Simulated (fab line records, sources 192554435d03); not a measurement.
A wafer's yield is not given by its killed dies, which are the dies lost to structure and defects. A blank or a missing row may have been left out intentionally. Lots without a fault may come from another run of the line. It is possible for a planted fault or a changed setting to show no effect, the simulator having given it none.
Which tool did it? | flow n5_finfet | 12 lots with 36 wafers sampled at 3 steps, on a route of 1938 steps

== WHAT THE GAUGES READ, wafer by wafer ==
N5_PASSIVATION_OVL_MEAS_60. Usual: TV_OVL -3 nm, standard deviation 5.1.
lot  | measured     | on         | TV_OVL (nm) | flag
L581 | day 11 06:43 | overlay-02 | -3 3 -2     |
L582 | day 12 03:13 | overlay-02 | -9 -8 -11   |
L583 | day 12 07:16 | overlay-02 | -4 -15 -2   |
L584 | day 12 06:48 | overlay-01 | 0 12 -8     |
L588 | day 13 13:26 | overlay-02 | -4 0 -5     |
L593 | day 15 08:46 | overlay-02 | -3 -1 -9    |
L595 | day 15 14:44 | overlay-02 | -1 -4 -12   |
L596 | day 15 10:14 | overlay-01 | -3 0 -6     |
L598 | day 16 01:56 | overlay-02 | 3 -3 -10    |
L601 | day 16 08:19 | overlay-01 | 4 -8 -5     |
L603 | day 16 23:42 | overlay-01 | -4 -5 -3    |
L604 | day 17 17:19 | overlay-02 | -9 -6 -13   |

== WHAT TOOL EACH LOT RAN ON (gives the tool, then ch and the chambers of the sampled wafers, and finally the start) ==
lot  | N5_GATE_CUT_ETCH_47               | N5_MIM_BOT_ETCH_ETCH_03
L581 | rie_metal-02 ch 0,1, day 4 09:40  | rie_metal-03 ch 0,1, day 11 05:11
L582 | rie_metal-01 ch 0,1, day 4 22:52  | rie_metal-01 ch 0,1, day 12 00:37
L583 | rie_metal-03 ch 0,1, day 5 01:33  | rie_metal-01 ch 0,1, day 12 06:04
L584 | rie_metal-02 ch 0,1, day 5 07:43  | rie_metal-02 ch 1, day 12 05:24
L588 | rie_metal-02 ch 0,1, day 6 13:38  | rie_metal-02 ch 0,1, day 13 10:22
L593 | rie_metal-02 ch 0,1, day 7 13:38  | rie_metal-02 ch 1, day 15 05:28
L595 | rie_metal-01 ch 1, day 8 02:52    | rie_metal-01 ch 0,1, day 15 09:03
L596 | rie_metal-03 ch 0,1, day 8 10:35  | rie_metal-03 ch 0,1, day 15 08:42
L598 | rie_metal-03 ch 0,1, day 8 22:41  | rie_metal-03 ch 0,1, day 16 00:44
L601 | rie_metal-03 ch 0,1, day 9 13:34  | rie_metal-02 ch 0,1, day 16 06:10
L603 | rie_metal-01 ch 0,1, day 10 04:16 | rie_metal-01 ch 0,1, day 16 20:36
L604 | rie_metal-03 ch 1, day 10 11:39   | rie_metal-01 ch 0,1, day 17 15:11
- N5_GATE_CUT_ETCH_47: etches SiO2 in Cl2/BCl3, target depth 10 nm.
- N5_MIM_BOT_ETCH_ETCH_03: etches the open film in Cl2/BCl3, target depth 12 nm.

== AS READ BY THE TOOLS THEMSELVES (means over the sampled wafers that have a number; for cases with no such wafer, the mark the record gives instead) ==
N5_GATE_CUT_ETCH_47. Usual: drypump_motor_current_A 5.5 A, standard deviation 0.38; he_backside_leak_sccm 3.5 sccm, standard deviation 0.38; oes_product_au 0.79 a.u., standard deviation 0.082; throttle_valve_pct 22.9 %, standard deviation 0.37.
lot  | tool         | drypump_motor_current_A (A) | he_backside_leak_sccm (sccm) | oes_product_au (a.u.) | throttle_valve_pct (%) | flag
L581 | rie_metal-02 | 5.4                         | 3.3                          | 0.82                  | 22.4                   |
L582 | rie_metal-01 | 5.8                         | 3.5                          | 0.82                  | 23.0                   |
L583 | rie_metal-03 | 5.4                         | 3.5                          | 0.86                  | 23.1                   |
L584 | rie_metal-02 | 5.4                         | 3.3                          | 0.84                  | 22.6                   |
L588 | rie_metal-02 | 5.4                         | 3.6                          | 0.81                  | 22.4                   |
L593 | rie_metal-02 | 5.3                         | 3.5                          | 0.82                  | 22.6                   |
L595 | rie_metal-01 | 6.1                         | 3.4                          | 0.81                  | 23.2                   |
L596 | rie_metal-03 | 5.4                         | 3.4                          | 0.82                  | 23.1                   |
L598 | rie_metal-03 | 5.4                         | 3.5                          | 0.83                  | 23.1                   |
L601 | rie_metal-03 | 5.1                         | 3.6                          | 0.74                  | 23.3                   |
L603 | rie_metal-01 | 5.6                         | 3.6                          | 0.76                  | 22.8                   |
L604 | rie_metal-03 | 5.6                         | 3.6                          | 0.88                  | 23.0                   |

N5_MIM_BOT_ETCH_ETCH_03. Usual: drypump_motor_current_A 5.4 A, standard deviation 0.37; he_backside_leak_sccm 3.5 sccm, standard deviation 0.37; oes_product_au 0.75 a.u., standard deviation 0.068; throttle_valve_pct 27.7 %, standard deviation 0.36.
lot  | tool         | drypump_motor_current_A (A) | he_backside_leak_sccm (sccm) | oes_product_au (a.u.) | throttle_valve_pct (%) | flag
L581 | rie_metal-03 | 5.4                         | 3.5                          | 0.79                  | 27.9                   |
L582 | rie_metal-01 | 5.6                         | 3.5                          | 0.76                  | 27.6                   |
L583 | rie_metal-01 | 5.6                         | 3.5                          | 0.74                  | 27.6                   |
L584 | rie_metal-02 | 5.2                         | 3.4                          | 0.81                  | 27.4                   |
L588 | rie_metal-02 | 5.4                         | 4.0                          | 0.77                  | 27.2                   |
L593 | rie_metal-02 | 5.3                         | 3.3                          | 0.79                  | 27.4                   |
L595 | rie_metal-01 | 5.8                         | 3.4                          | 0.75                  | 27.8                   |
L596 | rie_metal-03 | 5.4                         | 3.8                          | 0.76                  | 27.9                   |
L598 | rie_metal-03 | 5.4                         | 3.5                          | 0.76                  | 28.0                   |
L601 | rie_metal-02 | 5.4                         | 3.3                          | 0.74                  | 27.2                   |
L603 | rie_metal-01 | 5.5                         | 3.6                          | 0.72                  | 27.6                   |
L604 | rie_metal-01 | 5.6                         | 3.6                          | 0.71                  | 27.6                   |

== THE ANSWER, worked out from the rows above alone ==
Rule: a lot counts as off when the mean over its wafers that have a number is more than 3 standard deviations away from the usual mean. Also off: a lot with no number at a reading for which 4 or more lots have one. The other lots that the step has rows for count as sound. First the gauges in route order, then the tools' own readings, where a lot's mean is used as printed above. At the first step where some lot is off, the reading lying furthest off is the one used; lots without a number count as furthest.
Nothing can be told from this: no lot is off at any reading shown.

== WHAT THE SIMULATOR PUT IN ==
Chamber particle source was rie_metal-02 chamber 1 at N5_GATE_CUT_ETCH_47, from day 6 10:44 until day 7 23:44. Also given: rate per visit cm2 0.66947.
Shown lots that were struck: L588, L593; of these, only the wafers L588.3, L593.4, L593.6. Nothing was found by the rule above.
